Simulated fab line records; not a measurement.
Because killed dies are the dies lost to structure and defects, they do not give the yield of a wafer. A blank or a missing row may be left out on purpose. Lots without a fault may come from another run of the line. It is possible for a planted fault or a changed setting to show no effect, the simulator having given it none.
The tool behind it: which one? || flow nandHarc || Sampling: 12 lots, 35 wafers, 6 of 1302 route steps

## WHAT THE GAUGES SHOWED, per wafer
NHARC_P_BONDPAD_CD_MEAS_09 targets a cd of 500 nm.
{"lot": "L358", "measured": "day 6 11:47", "on": "cdSem-03", "cdNm (nm)": "502.1 502.5 501.8"}
{"lot": "L359", "measured": "day 7 00:53", "on": "cdSem-02", "cdNm (nm)": "502.8 502.6 501.5"}
{"lot": "L360", "measured": "day 7 11:55", "on": "cdSem-02", "cdNm (nm)": "498.9 500.6 499.6"}
{"lot": "L366", "measured": "day 10 04:54", "on": "cdSem-01", "cdNm (nm)": "501.7 499.5"}
{"lot": "L367", "measured": "day 10 15:03", "on": "cdSem-01", "cdNm (nm)": "499.8 498.0 497.8"}
{"lot": "L368", "measured": "day 11 07:05", "on": "cdSem-02", "cdNm (nm)": "501.8 502.5 503.6"}
{"lot": "L374", "measured": "day 13 09:02", "on": "cdSem-02", "cdNm (nm)": "501.6 501.0 501.1"}
{"lot": "L375", "measured": "day 13 20:26", "on": "cdSem-01", "cdNm (nm)": "499.2 498.8 498.0"}
{"lot": "L377", "measured": "day 14 12:03", "on": "cdSem-03", "cdNm (nm)": "500.9 501.9 503.0"}
{"lot": "L379", "measured": "day 15 06:58", "on": "cdSem-03", "cdNm (nm)": "504.0 504.1 501.1"}
{"lot": "L378", "measured": "day 15 10:16", "on": "cdSem-01", "cdNm (nm)": "500.3 500.8 498.8"}
{"lot": "L381", "measured": "day 16 13:04", "on": "cdSem-03", "cdNm (nm)": "500.5 500.0 500.7"}

NHARC_A_ONON_D1_THK_MEAS_02: measures by ellipsometry.
{"lot": "L358", "measured": "day 7 16:51", "on": "filmMetro-01", "thkNm (nm)": "1000 999 999"}
{"lot": "L359", "measured": "day 8 07:43", "on": "filmMetro-01", "thkNm (nm)": "1005 1005 1005"}
{"lot": "L360", "measured": "day 8 16:49", "on": "filmMetro-02", "thkNm (nm)": "992 992 992"}
{"lot": "L366", "measured": "day 11 09:49", "on": "filmMetro-02", "thkNm (nm)": "1006 639"}
{"lot": "L367", "measured": "day 11 17:15", "on": "filmMetro-02", "thkNm (nm)": "993 991 626"}
{"lot": "L368", "measured": "day 12 07:43", "on": "filmMetro-02", "thkNm (nm)": "988 989 619"}
{"lot": "L374", "measured": "day 14 14:17", "on": "filmMetro-02", "thkNm (nm)": "998 999 999"}
{"lot": "L375", "measured": "day 14 23:47", "on": "filmMetro-01", "thkNm (nm)": "1009 1008 1008"}
{"lot": "L377", "measured": "day 15 17:58", "on": "filmMetro-02", "thkNm (nm)": "1012 1011 1012"}
{"lot": "L379", "measured": "day 16 09:20", "on": "filmMetro-01", "thkNm (nm)": "993 995 993"}
{"lot": "L378", "measured": "day 16 13:08", "on": "filmMetro-02", "thkNm (nm)": "1004 1006 1005"}
{"lot": "L381", "measured": "day 17 14:59", "on": "filmMetro-01", "thkNm (nm)": "1000 998 999"}

NHARC_END_SORT_01.
{"lot": "L366", "measured": "day 28 02:14", "on": "prober-02", "killedAtArray": "27 674", "killedAtOther": "0 1", "killedAtPeriphery": "3 2", "killedDies": "30 677", "killedOpen": "2 2", "killedShort": "3 3"}
{"lot": "L367", "measured": "day 28 06:49", "on": "prober-02", "killedAtArray": "57 48 670", "killedAtOther": "3 2 2", "killedAtPeriphery": "6 5 5", "killedDies": "66 55 677", "killedOpen": "3 4 3", "killedShort": "2 1 2"}
{"lot": "L368", "measured": "day 29 00:11", "on": "prober-02", "killedAtArray": "42 43 673", "killedAtOther": "1 0 0", "killedAtPeriphery": "7 7 4", "killedDies": "50 50 677", "killedOpen": "3 2 4", "killedShort": "2 1 2"}

## WHICH TOOL RAN EACH LOT (tool, then ch and the chambers of the sampled wafers, then the start)
{"lot": "L358", "NHARC_P_BONDPAD_ETCH_37": "rieDiel-12 ch 1,2,3, day 6 12:04", "NHARC_P_BONDPAD_DEGAS_25": "pvdSputter-02, day 6 12:57", "NHARC_A_ONON_D1_DEP_00": "pecvdOnon-03 ch 0, day 7 16:24"}
{"lot": "L359", "NHARC_P_BONDPAD_ETCH_37": "rieDiel-12 ch 1,2, day 7 01:10", "NHARC_P_BONDPAD_DEGAS_25": "pvdSputter-02, day 7 02:01", "NHARC_A_ONON_D1_DEP_00": "pecvdOnon-03 ch 0, day 8 07:15"}
{"lot": "L360", "NHARC_P_BONDPAD_ETCH_37": "rieDiel-05 ch 1,2,3, day 7 12:14", "NHARC_P_BONDPAD_DEGAS_25": "pvdSputter-01, day 7 13:05", "NHARC_A_ONON_D1_DEP_00": "pecvdOnon-03 ch 0, day 8 16:18"}
{"lot": "L366", "NHARC_P_BONDPAD_ETCH_37": "rieDiel-12 ch 0,1, day 10 05:13", "NHARC_P_BONDPAD_DEGAS_25": "pvdSputter-01, day 10 06:04", "NHARC_A_ONON_D1_DEP_00": "pecvdOnon-03 ch 0, day 11 09:32"}
{"lot": "L367", "NHARC_P_BONDPAD_ETCH_37": "rieDiel-12 ch 1,3, day 10 15:20", "NHARC_P_BONDPAD_DEGAS_25": "pvdSputter-02, day 10 16:12", "NHARC_A_ONON_D1_DEP_00": "pecvdOnon-03 ch 0, day 11 16:44"}
{"lot": "L368", "NHARC_P_BONDPAD_ETCH_37": "rieDiel-08 ch 0,2,3, day 11 07:23", "NHARC_P_BONDPAD_DEGAS_25": "pvdSputter-03, day 11 08:13", "NHARC_A_ONON_D1_DEP_00": "pecvdOnon-03 ch 0, day 12 07:23"}
{"lot": "L374", "NHARC_P_BONDPAD_ETCH_37": "rieDiel-12 ch 2,3, day 13 09:20", "NHARC_P_BONDPAD_DEGAS_25": "pvdSputter-01, day 13 10:13", "NHARC_A_ONON_D1_DEP_00": "pecvdOnon-04 ch 0, day 14 13:46"}
{"lot": "L375", "NHARC_P_BONDPAD_ETCH_37": "rieDiel-08 ch 0,2, day 13 20:44", "NHARC_P_BONDPAD_DEGAS_25": "pvdSputter-01, day 13 21:35", "NHARC_A_ONON_D1_DEP_00": "pecvdOnon-03 ch 0, day 14 23:20"}
{"lot": "L377", "NHARC_P_BONDPAD_ETCH_37": "rieDiel-12 ch 1,2,3, day 14 12:21", "NHARC_P_BONDPAD_DEGAS_25": "pvdSputter-03, day 14 13:12", "NHARC_A_ONON_D1_DEP_00": "pecvdOnon-03 ch 0, day 15 17:31"}
{"lot": "L379", "NHARC_P_BONDPAD_ETCH_37": "rieDiel-05 ch 0,2, day 15 07:16", "NHARC_P_BONDPAD_DEGAS_25": "pvdSputter-01, day 15 08:07", "NHARC_A_ONON_D1_DEP_00": "pecvdOnon-03 ch 0, day 16 08:49"}
{"lot": "L378", "NHARC_P_BONDPAD_ETCH_37": "rieDiel-05 ch 0,3, day 15 10:34", "NHARC_P_BONDPAD_DEGAS_25": "pvdSputter-03, day 15 11:25", "NHARC_A_ONON_D1_DEP_00": "pecvdOnon-03 ch 0, day 16 12:36"}
{"lot": "L381", "NHARC_P_BONDPAD_ETCH_37": "rieDiel-12 ch 0,2,3, day 16 13:22", "NHARC_P_BONDPAD_DEGAS_25": "pvdSputter-03, day 16 14:13", "NHARC_A_ONON_D1_DEP_00": "pecvdOnon-03 ch 0, day 17 14:32"}
- NHARC_P_BONDPAD_ETCH_37: etches the open film in N2/H2, target depth 60 nm, overetch 18 nm, time 65.91 s.
- NHARC_P_BONDPAD_DEGAS_25: time 60 s.
- NHARC_A_ONON_D1_DEP_00: target thk 1000 nm.

## AS READ BY THE TOOLS THEMSELVES (means over the sampled wafers that have a number; for cases with no such wafer, the mark the record gives instead)
NHARC_P_BONDPAD_ETCH_37.
{"lot": "L358", "tool": "rieDiel-12", "chamberPressureMTorr (mTorr)": 30.006, "drypumpMotorCurrentA (A)": 5.3, "n2FlowSccm (sccm)": 150.1, "oesProductAu (a.u.)": 0.985, "rfVppV (V)": 431.3, "showerheadPlenumPTorr (Torr)": 2.08, "throttleValvePct (%)": 14.167}
{"lot": "L359", "tool": "rieDiel-12", "chamberPressureMTorr (mTorr)": 29.995, "drypumpMotorCurrentA (A)": 5.2, "n2FlowSccm (sccm)": 149.6, "oesProductAu (a.u.)": 1.003, "rfVppV (V)": 431.1, "showerheadPlenumPTorr (Torr)": 2.07, "throttleValvePct (%)": 14.160}
{"lot": "L360", "tool": "rieDiel-05", "chamberPressureMTorr (mTorr)": 29.984, "drypumpMotorCurrentA (A)": 5.8, "n2FlowSccm (sccm)": 150.2, "oesProductAu (a.u.)": 1.004, "rfVppV (V)": 433.4, "showerheadPlenumPTorr (Torr)": 2.15, "throttleValvePct (%)": 14.177}
{"lot": "L366", "tool": "rieDiel-12", "chamberPressureMTorr (mTorr)": 29.972, "drypumpMotorCurrentA (A)": 5.7, "n2FlowSccm (sccm)": 150.6, "oesProductAu (a.u.)": 0.984, "rfVppV (V)": 431.4, "showerheadPlenumPTorr (Torr)": 2.08, "throttleValvePct (%)": 14.160}
{"lot": "L367", "tool": "rieDiel-12", "chamberPressureMTorr (mTorr)": 30.017, "drypumpMotorCurrentA (A)": 5.4, "n2FlowSccm (sccm)": 150.3, "oesProductAu (a.u.)": 1.007, "rfVppV (V)": 431.5, "showerheadPlenumPTorr (Torr)": 2.08, "throttleValvePct (%)": 14.173}
{"lot": "L368", "tool": "rieDiel-08", "chamberPressureMTorr (mTorr)": 30.005, "drypumpMotorCurrentA (A)": 5.6, "n2FlowSccm (sccm)": 150.0, "oesProductAu (a.u.)": 1.009, "rfVppV (V)": 431.2, "showerheadPlenumPTorr (Torr)": 2.06, "throttleValvePct (%)": 14.182}
{"lot": "L374", "tool": "rieDiel-12", "chamberPressureMTorr (mTorr)": 30.013, "drypumpMotorCurrentA (A)": 5.0, "n2FlowSccm (sccm)": 150.1, "oesProductAu (a.u.)": 0.989, "rfVppV (V)": 431.8, "showerheadPlenumPTorr (Torr)": 2.09, "throttleValvePct (%)": 14.174}
{"lot": "L375", "tool": "rieDiel-08", "chamberPressureMTorr (mTorr)": 30.010, "drypumpMotorCurrentA (A)": 5.4, "n2FlowSccm (sccm)": 149.9, "oesProductAu (a.u.)": 1.011, "rfVppV (V)": 431.6, "showerheadPlenumPTorr (Torr)": 2.04, "throttleValvePct (%)": 14.177}
{"lot": "L377", "tool": "rieDiel-12", "chamberPressureMTorr (mTorr)": 29.984, "drypumpMotorCurrentA (A)": 5.3, "n2FlowSccm (sccm)": 150.1, "oesProductAu (a.u.)": 1.003, "rfVppV (V)": 432.1, "showerheadPlenumPTorr (Torr)": 2.07, "throttleValvePct (%)": 14.167}
{"lot": "L379", "tool": "rieDiel-05", "chamberPressureMTorr (mTorr)": 30.025, "drypumpMotorCurrentA (A)": 6.0, "n2FlowSccm (sccm)": 150.0, "oesProductAu (a.u.)": 0.994, "rfVppV (V)": 431.5, "showerheadPlenumPTorr (Torr)": 2.11, "throttleValvePct (%)": 14.172}
{"lot": "L378", "tool": "rieDiel-05", "chamberPressureMTorr (mTorr)": 29.981, "drypumpMotorCurrentA (A)": 5.8, "n2FlowSccm (sccm)": 149.5, "oesProductAu (a.u.)": 0.997, "rfVppV (V)": 430.0, "showerheadPlenumPTorr (Torr)": 2.03, "throttleValvePct (%)": 14.173}
{"lot": "L381", "tool": "rieDiel-12", "chamberPressureMTorr (mTorr)": 29.997, "drypumpMotorCurrentA (A)": 5.1, "n2FlowSccm (sccm)": 149.9, "oesProductAu (a.u.)": 1.000, "rfVppV (V)": 431.6, "showerheadPlenumPTorr (Torr)": 2.09, "throttleValvePct (%)": 14.157}

NHARC_P_BONDPAD_DEGAS_25.
{"lot": "L358", "tool": "pvdSputter-02", "heaterPowerW (W)": 452}
{"lot": "L359", "tool": "pvdSputter-02", "heaterPowerW (W)": 450}
{"lot": "L360", "tool": "pvdSputter-01", "heaterPowerW (W)": 458}
{"lot": "L366", "tool": "pvdSputter-01", "heaterPowerW (W)": 477}
{"lot": "L367", "tool": "pvdSputter-02", "heaterPowerW (W)": 437}
{"lot": "L368", "tool": "pvdSputter-03", "heaterPowerW (W)": 531}
{"lot": "L374", "tool": "pvdSputter-01", "heaterPowerW (W)": 526}
{"lot": "L375", "tool": "pvdSputter-01", "heaterPowerW (W)": 529}
{"lot": "L377", "tool": "pvdSputter-03", "heaterPowerW (W)": 487}
{"lot": "L379", "tool": "pvdSputter-01", "heaterPowerW (W)": 485}
{"lot": "L378", "tool": "pvdSputter-03", "heaterPowerW (W)": 493}
{"lot": "L381", "tool": "pvdSputter-03", "heaterPowerW (W)": 518}

NHARC_A_ONON_D1_DEP_00.
{"lot": "L358", "tool": "pecvdOnon-03", "n2FlowSccm (sccm)": 2743, "n2oFlowSccm (sccm)": 2000}
{"lot": "L359", "tool": "pecvdOnon-03", "n2FlowSccm (sccm)": 2756, "n2oFlowSccm (sccm)": 1997}
{"lot": "L360", "tool": "pecvdOnon-03", "n2FlowSccm (sccm)": 2747, "n2oFlowSccm (sccm)": 2008}
{"lot": "L366", "tool": "pecvdOnon-03", "n2FlowSccm (sccm)": 2756, "n2oFlowSccm (sccm)": 1996}
{"lot": "L367", "tool": "pecvdOnon-03", "n2FlowSccm (sccm)": 2747, "n2oFlowSccm (sccm)": 2002}
{"lot": "L368", "tool": "pecvdOnon-03", "n2FlowSccm (sccm)": 2755, "n2oFlowSccm (sccm)": 2008}
{"lot": "L374", "tool": "pecvdOnon-04", "n2FlowSccm (sccm)": 2749, "n2oFlowSccm (sccm)": 1999}
{"lot": "L375", "tool": "pecvdOnon-03", "n2FlowSccm (sccm)": 2747, "n2oFlowSccm (sccm)": 2009}
{"lot": "L377", "tool": "pecvdOnon-03", "n2FlowSccm (sccm)": 2758, "n2oFlowSccm (sccm)": 1997}
{"lot": "L379", "tool": "pecvdOnon-03", "n2FlowSccm (sccm)": 2750, "n2oFlowSccm (sccm)": 2001}
{"lot": "L378", "tool": "pecvdOnon-03", "n2FlowSccm (sccm)": 2746, "n2oFlowSccm (sccm)": 2005}
{"lot": "L381", "tool": "pecvdOnon-03", "n2FlowSccm (sccm)": 2753, "n2oFlowSccm (sccm)": 2009}

## THE ANSWER, worked out from the rows above alone
Rule: the usual values come from the lots themselves. The widest of any qualifying gaps counts: lots, ordered by their means at a reading, are off when they make up no more than a third of the lots, leave a main group of 4 or more, and stand apart from it by 3 or more times the standard deviation of that group's means. Not used: any main group whose means are identical at the precision the tables above print for the reading. A lot without any number at a reading at which 4 lots or more have one is off too. All remaining lots with rows at the step are treated as sound. First the gauges in route order, then the tools' own readings, where a lot's mean is used as printed above. At the first step where some lot is off, the reading lying furthest off is the one used; lots without a number count as furthest.
Off: L366, L367, L368, at NHARC_A_ONON_D1_THK_MEAS_02 (thkNm). The main group: mean 1001 nm, standard deviation 6.2.
If a tool, at a process step before that reading, ran all the lots that are off and no sound lot after the first of them, it fits. Those tools and the gauges at NHARC_A_ONON_D1_THK_MEAS_02 are tried in the same way. None of those tried fits.

## WHAT WAS PUT IN BY THE SIMULATOR
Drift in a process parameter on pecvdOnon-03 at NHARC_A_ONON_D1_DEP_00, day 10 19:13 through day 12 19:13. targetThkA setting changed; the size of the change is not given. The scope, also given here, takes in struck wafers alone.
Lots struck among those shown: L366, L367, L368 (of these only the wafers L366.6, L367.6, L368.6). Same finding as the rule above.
